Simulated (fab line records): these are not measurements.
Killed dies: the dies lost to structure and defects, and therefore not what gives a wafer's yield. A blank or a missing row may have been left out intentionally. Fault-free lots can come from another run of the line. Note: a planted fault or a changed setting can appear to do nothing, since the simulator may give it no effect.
Matching of chambers + flow n5_finfet + N5_MIM_BOT_ETCH_STRIP_01 on rie_diel-04: 4 sister chambers
The step strips in O2. 14 wafers are shown with their chamber, then 7 later ones without.

== WAFERS WITH THEIR CHAMBER ==
| wafer  | chamber | drypump_motor_current_A (A) | showerhead_plenum_p_Torr (Torr) | oes_product_au (a.u.) |
|--------|---------|-----------------------------|---------------------------------|-----------------------|
| L490.1 | 3       | 5.6                         | 1.98                            | 0.72                  |
| L490.2 | 2       | 6.5                         | 2.22                            | 0.87                  |
| L490.3 | 1       | 5.6                         | 2.06                            | 0.68                  |
| L492.1 | 0       | 5.6                         | 2.06                            | 0.91                  |
| L492.2 | 3       | 5.6                         | 1.98                            | 0.70                  |
| L492.4 | 1       | 5.6                         | 2.06                            | 0.68                  |
| L495.1 | 3       | 5.6                         | 1.98                            | 0.72                  |
| L495.2 | 2       | 6.6                         | 2.22                            | 0.87                  |
| L495.3 | 0       | 5.6                         | 2.06                            | 0.90                  |
| L496.2 | 0       | 5.6                         | 2.06                            | 0.91                  |
| L496.5 | 3       | 5.6                         | 1.98                            | 0.70                  |
| L496.6 | 0       | 5.6                         | 2.06                            | 0.90                  |
| L512.2 | 1       | 5.6                         | 2.05                            | 0.89                  |
| L512.4 | 2       | 6.5                         | 2.20                            | 0.80                  |

SIGNATURES (averages over the wafers above)
| reading                  | chamber 0 | chamber 1 | chamber 2 | chamber 3 | scatter within a chamber |
|--------------------------|-----------|-----------|-----------|-----------|--------------------------|
| drypump_motor_current_A  | 5.600     | 5.600     | 6.533     | 5.600     | 0.0258                   |
| showerhead_plenum_p_Torr | 2.0600    | 2.0567    | 2.2133    | 1.9800    | 0.00577                  |
| oes_product_au           | 0.9050    | 0.7500    | 0.8467    | 0.7100    | 0.0576                   |
Rule: for each reading, subtract the chamber's mean from the wafer's reading, divide by that reading's scatter and square the result; add these up over the readings and take the root, which gives the wafer's distance from the chamber. The wafer belongs to the nearest chamber; if the next one is less than 2 further off, it can't be placed. The scatter is the square root of a quotient: the sum, over the shown wafers, of each reading's squared deviation from its chamber's mean, divided by wafers minus chambers.

== WAFERS WHOSE CHAMBER IS MISSING ==
| wafer  | drypump_motor_current_A (A) | showerhead_plenum_p_Torr (Torr) | oes_product_au (a.u.) |
|--------|-----------------------------|---------------------------------|-----------------------|
| L512.6 | 5.6                         | 2.05                            | 0.86                  |
| L513.3 | 5.6                         | 2.05                            | 0.83                  |
| L513.4 | 5.6                         | 2.04                            | 0.88                  |
| L513.5 | 5.6                         | 2.04                            | 0.87                  |
| L511.1 | 5.6                         | 2.05                            | 0.85                  |
| L511.4 | 6.5                         | 2.20                            | 0.81                  |
| L511.6 | 5.6                         | 2.04                            | 0.82                  |

== WHICH CHAMBER EACH WENT THROUGH ==
| wafer  | from the rows above     | in truth |
|--------|-------------------------|----------|
| L512.6 | can't be placed: 0 or 1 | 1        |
| L513.3 | can't be placed: 1 or 0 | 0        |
| L513.4 | can't be placed: 0 or 1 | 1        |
| L513.5 | can't be placed: 0 or 1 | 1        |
| L511.1 | can't be placed: 0 or 1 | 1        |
| L511.4 | 2                       | 2        |
| L511.6 | can't be placed: 1 or 0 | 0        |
Correctly placed: 1 of 7. Can't be placed from these rows: 6 (the true chamber is among the candidates in 6). 0 placed wrongly.
